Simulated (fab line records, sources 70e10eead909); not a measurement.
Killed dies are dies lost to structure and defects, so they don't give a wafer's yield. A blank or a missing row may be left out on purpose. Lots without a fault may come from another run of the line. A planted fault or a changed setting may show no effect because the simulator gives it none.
Which tool did it? | flow nand_harc | 23 lots, 69 wafers sampled, at 6 steps of a route of 1159

WHAT THE GAUGES READ, wafer by wafer
The record holds no reading of a measuring or inspecting step that can be judged against a usual standard deviation.

WHICH TOOL RAN EACH LOT (tool, then ch and the chambers of the sampled wafers, then the start)
lot  | NHARC_A_CHANNEL_HOLE_D1_ETCH_16               | NHARC_A_CHANNEL_HOLE_D1_ETCH_21  | NHARC_A_CHANNEL_FILL_D1_ALD_03                 | NHARC_A_CHANNEL_FILL_D1_ALD_14   | NHARC_A_CHANNEL_FILL_D1_STRIP_28   | NHARC_A_CHANNEL_FILL_D1_ALD_25
L074 | rie_diel-01 ch 2,3, day 8 17:50 or earlier    | har_etch-02 ch 0,1, day 8 17:50  | ald_sin_batch-01 ch 0, day 9 09:17 or earlier  | ald_hk-02 ch 0,1,2, day 9 09:17  | rie_diel-05 ch 0,1,2, day 10 05:52 | ald_hk-02 ch 1,2, day 10 21:07
L075 | rie_diel-01 ch 0,1,2, day 8 18:16 or earlier  | har_etch-01 ch 0,1, day 8 18:16  | ald_sin_batch-01 ch 0, day 9 09:28 or earlier  | ald_hk-02 ch 1,3, day 9 09:28    | rie_diel-07 ch 0,1, day 10 06:04   | ald_hk-04 ch 2,3, day 10 17:26
L076 | rie_diel-01 ch 1,3, day 8 22:02 or earlier    | har_etch-02 ch 0,1, day 8 22:02  | ald_sin_batch-01 ch 0, day 9 09:14 or earlier  | ald_hk-01 ch 2,3, day 9 09:14    | rie_diel-11 ch 1,2, day 10 05:52   | ald_hk-02 ch 0,2, day 10 17:26
L077 | rie_diel-01 ch 1,2,3, day 9 05:58 or earlier  | har_etch-01 ch 0,1, day 9 05:58  | ald_sin_batch-03 ch 0, day 9 18:33 or earlier  | ald_hk-01 ch 0,2, day 9 18:33    | rie_diel-05 ch 0,3, day 10 11:40   | ald_hk-04 ch 0,1,3, day 10 23:21
L078 | rie_diel-10 ch 2,3, day 9 06:49 or earlier    | har_etch-02 ch 0,1, day 9 06:49  | ald_sin_batch-03 ch 0, day 9 18:33 or earlier  | ald_hk-02 ch 2,3, day 9 18:33    | rie_diel-11 ch 1,2, day 10 11:40   | ald_hk-02 ch 1,2,3, day 11 02:01
L079 | rie_diel-10 ch 0,2, day 9 10:16 or earlier    | har_etch-01 ch 0,1, day 9 10:16  | ald_sin_batch-01 ch 0, day 9 22:53 or earlier  | ald_hk-02 ch 0,1,3, day 9 22:53  | rie_diel-11 ch 0,2,3, day 10 16:09 | ald_hk-04 ch 1,2,3, day 11 03:42
L080 | rie_diel-01 ch 0,1,2, day 9 10:58 or earlier  | har_etch-02 ch 0,1, day 9 10:58  | ald_sin_batch-01 ch 0, day 9 23:11 or earlier  | ald_hk-02 ch 0,2,3, day 9 23:11  | rie_diel-05 ch 0,1,3, day 10 16:10 | ald_hk-01 ch 1,2, day 11 05:28
L082 | rie_diel-02 ch 0,2,3, day 9 21:50 or earlier  | har_etch-01 ch 0,1, day 9 21:50  | ald_sin_batch-01 ch 0, day 10 10:23 or earlier | ald_hk-02 ch 0,1, day 10 10:23   | rie_diel-05 ch 0,2, day 11 03:20   | ald_hk-04 ch 1,2, day 11 15:02
L081 | rie_diel-01 ch 0,1,3, day 9 22:02 or earlier  | har_etch-02 ch 0,1, day 9 22:02  | ald_sin_batch-01 ch 0, day 10 10:26 or earlier | ald_hk-04 ch 0,3, day 10 10:26   | rie_diel-11 ch 1,2,3, day 11 03:23 | ald_hk-02 ch 0,3, day 11 18:02
L083 | rie_diel-10 ch 0,1,2, day 10 20:26 or earlier | har_etch-01 ch 0,1, day 10 20:26 | ald_sin_batch-03 ch 0, day 11 08:58 or earlier | ald_hk-02 ch 0,1,2, day 11 08:58 | rie_diel-11 ch 0,1,3, day 12 02:05 | ald_hk-04 ch 0,2,3, day 12 13:40
L085 | rie_diel-10 ch 1,2,3, day 10 23:22 or earlier | har_etch-02 ch 0,1, day 10 23:22 | ald_sin_batch-01 ch 0, day 11 14:26 or earlier | ald_hk-04 ch 0,2,3, day 11 14:26 | rie_diel-05 ch 1,2,3, day 12 07:44 | ald_hk-04 ch 0,1,3, day 12 20:06
L084 | rie_diel-01 ch 0,1,2, day 11 00:46 or earlier | har_etch-01 ch 0,1, day 11 00:46 | ald_sin_batch-01 ch 0, day 11 14:44 or earlier | ald_hk-04 ch 0,1,2, day 11 14:44 | rie_diel-07 ch 1,2,3, day 12 07:44 | ald_hk-01 ch 0,1, day 12 20:27
L086 | rie_diel-01 ch 1,2,3, day 11 12:08 or earlier | har_etch-02 ch 0,1, day 11 12:08 | ald_sin_batch-03 ch 0, day 12 00:37 or earlier | ald_hk-01 ch 0,1,2, day 12 00:37 | rie_diel-05 ch 0,1, day 12 17:55   | ald_hk-04 ch 0,2,3, day 13 05:39
L087 | rie_diel-10 ch 1,2,3, day 11 12:55 or earlier | har_etch-01 ch 1, day 11 12:55   | ald_sin_batch-03 ch 0, day 12 00:37 or earlier | ald_hk-04 ch 1,2, day 12 00:37   | rie_diel-11 ch 1,2, day 12 17:55   | ald_hk-02 ch 0,1, day 13 05:38
L088 | rie_diel-02 ch 0,1,3, day 11 16:19 or earlier | har_etch-02 ch 0,1, day 11 16:19 | ald_sin_batch-01 ch 0, day 12 04:48 or earlier | ald_hk-02 ch 0,1,2, day 12 04:48 | rie_diel-11 ch 0,3, day 12 21:44   | ald_hk-04 ch 0,1, day 13 11:35
L089 | rie_diel-02 ch 1,3, day 12 06:41 or earlier   | har_etch-01 ch 0,1, day 12 06:41 | ald_sin_batch-01 ch 0, day 12 20:05 or earlier | ald_hk-01 ch 0,2,3, day 12 20:05 | rie_diel-11 ch 0,2,3, day 13 12:56 | ald_hk-02 ch 1,3, day 14 02:11
L090 | rie_diel-02 ch 0,3, day 12 07:13 or earlier   | har_etch-02 ch 0,1, day 12 07:13 | ald_sin_batch-01 ch 0, day 12 19:55 or earlier | ald_hk-04 ch 0,1, day 12 19:55   | rie_diel-05 ch 0,1,3, day 13 13:00 | ald_hk-01 ch 0,3, day 14 01:34
L092 | rie_diel-01 ch 0,1,2, day 12 18:11 or earlier | har_etch-01 ch 0,1, day 12 18:11 | ald_sin_batch-03 ch 0, day 13 09:22 or earlier | ald_hk-02 ch 0,2, day 13 09:22   | rie_diel-07 ch 2,3, day 14 02:24   | ald_hk-02 ch 1,2, day 14 14:10
L093 | rie_diel-10 ch 1,2,3, day 13 04:08 or earlier | har_etch-02 ch 1, day 13 04:08   | ald_sin_batch-03 ch 0, day 13 17:35 or earlier | ald_hk-02 ch 1,2,3, day 13 17:35 | rie_diel-05 ch 0,2, day 14 10:41   | ald_hk-04 ch 2,3, day 14 22:23
L094 | rie_diel-01 ch 1,3, day 13 04:49 or earlier   | har_etch-01 ch 0,1, day 13 04:49 | ald_sin_batch-03 ch 0, day 13 17:35 or earlier | ald_hk-01 ch 0,1,3, day 13 17:35 | rie_diel-11 ch 1,2,3, day 14 10:41 | ald_hk-02 ch 1,2,3, day 14 22:23
L096 | rie_diel-01 ch 0,2,3, day 13 19:48 or earlier | har_etch-02 ch 0,1, day 13 19:48 | ald_sin_batch-02 ch 0, day 14 08:15 or earlier | ald_hk-04 ch 0,1,2, day 14 08:15 | rie_diel-11 ch 0,1, day 15 01:20   | ald_hk-02 ch 0,1,3, day 15 14:56
L095 | rie_diel-10 ch 0,1,2, day 13 23:49 or earlier | har_etch-02 ch 0,1, day 13 23:49 | ald_sin_batch-01 ch 0, day 14 12:26 or earlier | ald_hk-02 ch 0,2,3, day 14 12:26 | rie_diel-07 ch 1,2,3, day 15 06:11 | ald_hk-01 ch 0,2,3, day 15 18:29
L097 | rie_diel-10 ch 0,1,3, day 14 09:12 or earlier | har_etch-02 ch 0,1, day 14 09:12 | ald_sin_batch-02 ch 0, day 14 21:46 or earlier | ald_hk-04 ch 0,1,2, day 14 21:46 | rie_diel-11 ch 0,3, day 15 15:07   | ald_hk-01 ch 0,3, day 16 03:01
- NHARC_A_CHANNEL_HOLE_D1_ETCH_16: etches the open film in O2/COS, target depth 3100 nm, time 806 s.
- NHARC_A_CHANNEL_HOLE_D1_ETCH_21: etches the open film in C4F8/O2/Ar, time 514.3 s, target depth 1600 nm.
- NHARC_A_CHANNEL_FILL_D1_ALD_03: deposits SiNx, target thk 6 nm, pulse time 60 s, ald cycles 58.
- NHARC_A_CHANNEL_FILL_D1_ALD_14: deposits SiO2, target thk 2.5 nm, pulse time 10 s, ald cycles 25.
- NHARC_A_CHANNEL_FILL_D1_STRIP_28: strips in O2, time 20 s.
- NHARC_A_CHANNEL_FILL_D1_ALD_25: deposits SiOx, target thk 60 nm, pulse time 10 s, ald cycles 600.

WHAT THE TOOLS THEMSELVES READ (means of the sampled wafers that have a number; where no wafer has one, the mark that the record gives instead)
NHARC_A_CHANNEL_HOLE_D1_ETCH_16.
lot  | tool        | drypump_motor_current_A (A) | o2_flow_sccm (sccm) | oes_product_au (a.u.) | rf_vpp_V (V) | showerhead_plenum_p_Torr (Torr) | throttle_valve_pct (%)
L074 | rie_diel-01 | 6.0                         | 400.0               | 0.999                 | 313.1        | 3.06                            | 28.314
L075 | rie_diel-01 | 6.4                         | 400.2               | 1.001                 | 313.2        | 3.10                            | 28.332
L076 | rie_diel-01 | 6.1                         | 400.1               | 0.997                 | 313.9        | 3.08                            | 28.328
L077 | rie_diel-01 | 6.1                         | 401.1               | 0.995                 | 312.9        | 3.06                            | 28.323
L078 | rie_diel-10 | 5.9                         | 400.9               | 1.012                 | 314.7        | 3.12                            | 28.325
L079 | rie_diel-10 | 5.9                         | 401.6               | 1.014                 | 313.9        | 3.08                            | 28.330
L080 | rie_diel-01 | 6.4                         | 400.0               | 0.998                 | 313.6        | 3.10                            | 28.335
L082 | rie_diel-02 | 5.8                         | 400.5               | 1.008                 | 313.3        | 3.09                            | 28.327
L081 | rie_diel-01 | 6.3                         | 400.6               | 1.002                 | 314.0        | 3.12                            | 28.329
L083 | rie_diel-10 | 5.8                         | 399.7               | 1.001                 | 315.2        | 3.17                            | 28.328
L085 | rie_diel-10 | 5.7                         | 399.9               | 1.015                 | 314.6        | 3.16                            | 28.331
L084 | rie_diel-01 | 6.4                         | 400.7               | 1.007                 | 314.4        | 3.10                            | 28.323
L086 | rie_diel-01 | 6.1                         | 399.4               | 1.004                 | 312.5        | 3.06                            | 28.331
L087 | rie_diel-10 | 5.7                         | 400.2               | 1.006                 | 314.9        | 3.16                            | 28.326
L088 | rie_diel-02 | 5.5                         | 400.8               | 0.996                 | 315.5        | 3.16                            | 28.333
L089 | rie_diel-02 | 5.3                         | 400.2               | 0.996                 | 315.8        | 3.26                            | 28.327
L090 | rie_diel-02 | 5.7                         | 399.8               | 0.996                 | 312.7        | 3.07                            | 28.343
L092 | rie_diel-01 | 6.4                         | 399.8               | 1.010                 | 313.8        | 3.10                            | 28.336
L093 | rie_diel-10 | 5.7                         | 398.8               | 1.014                 | 314.7        | 3.16                            | 28.336
L094 | rie_diel-01 | 6.1                         | 400.4               | 1.000                 | 313.6        | 3.08                            | 28.334
L096 | rie_diel-01 | 6.3                         | 400.0               | 1.000                 | 313.7        | 3.10                            | 28.319
L095 | rie_diel-10 | 5.8                         | 399.4               | 1.007                 | 315.4        | 3.17                            | 28.332
L097 | rie_diel-10 | 5.8                         | 400.2               | 1.001                 | 314.8        | 3.22                            | 28.325

NHARC_A_CHANNEL_HOLE_D1_ETCH_21.
lot  | tool        | drypump_motor_current_A (A) | o2_flow_sccm (sccm) | showerhead_plenum_p_Torr (Torr) | throttle_valve_pct (%)
L074 | har_etch-02 | 6.0                         | 35.62               | 3.80                            | 32.151
L075 | har_etch-01 | 5.2                         | 35.71               | 3.70                            | 32.143
L076 | har_etch-02 | 6.1                         | 35.70               | 3.83                            | 32.156
L077 | har_etch-01 | 5.4                         | 35.69               | 3.66                            | 32.149
L078 | har_etch-02 | 6.1                         | 35.73               | 3.83                            | 32.161
L079 | har_etch-01 | 5.2                         | 35.71               | 3.70                            | 32.156
L080 | har_etch-02 | 6.0                         | 35.66               | 3.80                            | 32.161
L082 | har_etch-01 | 5.2                         | 35.59               | 3.69                            | 32.164
L081 | har_etch-02 | 6.0                         | 35.68               | 3.83                            | 32.160
L083 | har_etch-01 | 5.2                         | 35.64               | 3.69                            | 32.160
L085 | har_etch-02 | 6.0                         | 35.62               | 3.79                            | 32.151
L084 | har_etch-01 | 5.4                         | 35.78               | 3.65                            | 32.156
L086 | har_etch-02 | 6.1                         | 35.79               | 3.82                            | 32.149
L087 | har_etch-01 | 5.0                         | 35.80               | 3.72                            | 32.148
L088 | har_etch-02 | 6.0                         | 35.76               | 3.82                            | 32.155
L089 | har_etch-01 | 5.2                         | 35.68               | 3.68                            | 32.154
L090 | har_etch-02 | 6.0                         | 35.74               | 3.81                            | 32.155
L092 | har_etch-01 | 5.2                         | 35.80               | 3.68                            | 32.162
L093 | har_etch-02 | 6.1                         | 35.64               | 3.84                            | 32.148
L094 | har_etch-01 | 5.2                         | 35.88               | 3.67                            | 32.153
L096 | har_etch-02 | 6.0                         | 35.61               | 3.80                            | 32.150
L095 | har_etch-02 | 6.0                         | 35.72               | 3.77                            | 32.144
L097 | har_etch-02 | 6.0                         | 35.71               | 3.80                            | 32.151

NHARC_A_CHANNEL_FILL_D1_ALD_03.
lot  | tool             | chamber_pressure_Torr (Torr) | precursor_pulse_height_rel
L074 | ald_sin_batch-01 | 2.001                        | 1.006
L075 | ald_sin_batch-01 | 2.004                        | 1.000
L076 | ald_sin_batch-01 | 1.996                        | 1.012
L077 | ald_sin_batch-03 | 2.002                        | 1.014
L078 | ald_sin_batch-03 | 1.994                        | 0.996
L079 | ald_sin_batch-01 | 2.002                        | 1.006
L080 | ald_sin_batch-01 | 2.000                        | 0.996
L082 | ald_sin_batch-01 | 2.003                        | 0.981
L081 | ald_sin_batch-01 | 1.997                        | 1.005
L083 | ald_sin_batch-03 | 1.995                        | 1.001
L085 | ald_sin_batch-01 | 2.000                        | 1.006
L084 | ald_sin_batch-01 | 1.996                        | 1.012
L086 | ald_sin_batch-03 | 1.995                        | 1.010
L087 | ald_sin_batch-03 | 2.001                        | 1.004
L088 | ald_sin_batch-01 | 2.003                        | 0.976
L089 | ald_sin_batch-01 | 1.994                        | 0.996
L090 | ald_sin_batch-01 | 2.006                        | 0.993
L092 | ald_sin_batch-03 | 2.000                        | 1.017
L093 | ald_sin_batch-03 | 1.994                        | 0.974
L094 | ald_sin_batch-03 | 1.998                        | 1.022
L096 | ald_sin_batch-02 | 2.006                        | 0.991
L095 | ald_sin_batch-01 | 2.004                        | 1.010
L097 | ald_sin_batch-02 | 2.009                        | 0.989

NHARC_A_CHANNEL_FILL_D1_ALD_14.
lot  | tool      | heater_power_w (W) | precursor_pulse_height_rel
L074 | ald_hk-02 | 448                | 1.009
L075 | ald_hk-02 | 439                | 0.996
L076 | ald_hk-01 | 481                | 0.999
L077 | ald_hk-01 | 474                | 0.991
L078 | ald_hk-02 | 436                | 0.997
L079 | ald_hk-02 | 460                | 1.008
L080 | ald_hk-02 | 468                | 1.022
L082 | ald_hk-02 | 424                | 0.974
L081 | ald_hk-04 | 566                | 1.000
L083 | ald_hk-02 | 441                | 0.988
L085 | ald_hk-04 | 557                | 1.004
L084 | ald_hk-04 | 508                | 1.015
L086 | ald_hk-01 | 488                | 1.013
L087 | ald_hk-04 | 520                | 0.992
L088 | ald_hk-02 | 440                | 0.999
L089 | ald_hk-01 | 458                | 1.000
L090 | ald_hk-04 | 493                | 0.994
L092 | ald_hk-02 | 472                | 1.009
L093 | ald_hk-02 | 431                | 0.988
L094 | ald_hk-01 | 505                | 1.017
L096 | ald_hk-04 | 505                | 1.009
L095 | ald_hk-02 | 475                | 0.993
L097 | ald_hk-04 | 512                | 0.999

NHARC_A_CHANNEL_FILL_D1_STRIP_28.
lot  | tool        | drypump_motor_current_A (A) | o2_flow_sccm (sccm) | oes_product_au (a.u.) | rf_vpp_V (V) | showerhead_plenum_p_Torr (Torr) | throttle_valve_pct (%)
L074 | rie_diel-05 | 5.6                         | 499.3               | 0.990                 | 57.8         | 3.54                            | 17.039
L075 | rie_diel-07 | 5.4                         | 500.9               | 1.004                 | 58.5         | 3.70                            | 17.030
L076 | rie_diel-11 | 5.6                         | 499.9               | 0.982                 | 57.8         | 3.61                            | 17.034
L077 | rie_diel-05 | 5.7                         | 499.4               | 1.008                 | 57.4         | 3.60                            | 17.030
L078 | rie_diel-11 | 5.5                         | 498.5               | 0.992                 | 56.9         | 3.47                            | 17.042
L079 | rie_diel-11 | 5.3                         | 500.3               | 0.998                 | 57.5         | 3.48                            | 17.032
L080 | rie_diel-05 | 5.9                         | 500.4               | 0.995                 | 57.0         | 3.53                            | 17.036
L082 | rie_diel-05 | 5.5                         | 499.6               | 0.991                 | 58.5         | 3.62                            | 17.029
L081 | rie_diel-11 | 5.4                         | 501.7               | 0.995                 | 57.4         | 3.51                            | 17.025
L083 | rie_diel-11 | 5.3                         | 499.6               | 0.998                 | 57.6         | 3.63                            | 17.040
L085 | rie_diel-05 | 5.8                         | 500.9               | 1.005                 | 57.1         | 3.54                            | 17.046
L084 | rie_diel-07 | 5.5                         | 499.8               | 0.991                 | 58.9         | 3.70                            | 17.032
L086 | rie_diel-05 | 5.9                         | 499.7               | 0.995                 | 57.2         | 3.46                            | 17.038
L087 | rie_diel-11 | 5.5                         | 501.0               | 0.997                 | 58.2         | 3.47                            | 17.032
L088 | rie_diel-11 | 5.2                         | 501.8               | 1.004                 | 58.1         | 3.61                            | 17.038
L089 | rie_diel-11 | 5.2                         | 500.2               | 0.996                 | 57.3         | 3.48                            | 17.029
L090 | rie_diel-05 | 5.9                         | 497.3               | 1.001                 | 57.8         | 3.53                            | 17.035
L092 | rie_diel-07 | 5.5                         | 499.0               | 0.989                 | 58.4         | 3.65                            | 17.040
L093 | rie_diel-05 | 5.4                         | 500.9               | 0.991                 | 58.0         | 3.62                            | 17.028
L094 | rie_diel-11 | 5.4                         | 500.0               | 0.999                 | 57.2         | 3.50                            | 17.032
L096 | rie_diel-11 | 5.4                         | 500.4               | 1.002                 | 58.5         | 3.71                            | 17.038
L095 | rie_diel-07 | 5.5                         | 500.1               | 0.988                 | 59.1         | 3.69                            | 17.036
L097 | rie_diel-11 | 5.2                         | 498.9               | 1.001                 | 57.9         | 3.60                            | 17.034

NHARC_A_CHANNEL_FILL_D1_ALD_25.
lot  | tool      | heater_power_w (W) | precursor_pulse_height_rel
L074 | ald_hk-02 | 423                | 1.012
L075 | ald_hk-04 | 599                | 1.001
L076 | ald_hk-02 | 477                | 1.009
L077 | ald_hk-04 | 532                | 1.000
L078 | ald_hk-02 | 429                | 1.002
L079 | ald_hk-04 | 551                | 0.999
L080 | ald_hk-01 | 507                | 0.993
L082 | ald_hk-04 | 530                | 1.014
L081 | ald_hk-02 | 470                | 0.999
L083 | ald_hk-04 | 546                | 0.989
L085 | ald_hk-04 | 528                | 1.002
L084 | ald_hk-01 | 507                | 0.982
L086 | ald_hk-04 | 562                | 1.010
L087 | ald_hk-02 | 458                | 1.006
L088 | ald_hk-04 | 487                | 1.004
L089 | ald_hk-02 | 414                | 1.001
L090 | ald_hk-01 | 480                | 0.992
L092 | ald_hk-02 | 422                | 1.014
L093 | ald_hk-04 | 595                | 0.980
L094 | ald_hk-02 | 435                | 0.997
L096 | ald_hk-02 | 446                | 0.986
L095 | ald_hk-01 | 468                | 1.013
L097 | ald_hk-01 | 474                | 0.985

THE ANSWER, worked out from the rows above alone
Rule: what is usual is taken from the lots themselves. Put in order of their means at a reading, lots are off if they are a third of the lots or fewer, leave a main group of 4 or more, and stand apart from it by a gap of 3 or more times the standard deviation of the main group's means; of several such gaps the widest counts. A main group whose means are all the same, to the digits that the tables above print for the reading, isn't used. A lot without any number at a reading at which 4 lots or more have one is off too. The other lots that the step has rows for count as sound. The gauges are gone through in route order, then the tools' own readings, and for those a lot's mean is taken as printed above. The first step at which some lot is off is used, and at that step the reading that is off furthest; a lot without a number counts as furthest.
No lot is off at any reading shown: from this, nothing can be told.

WHAT THE SIMULATOR HAD PUT IN
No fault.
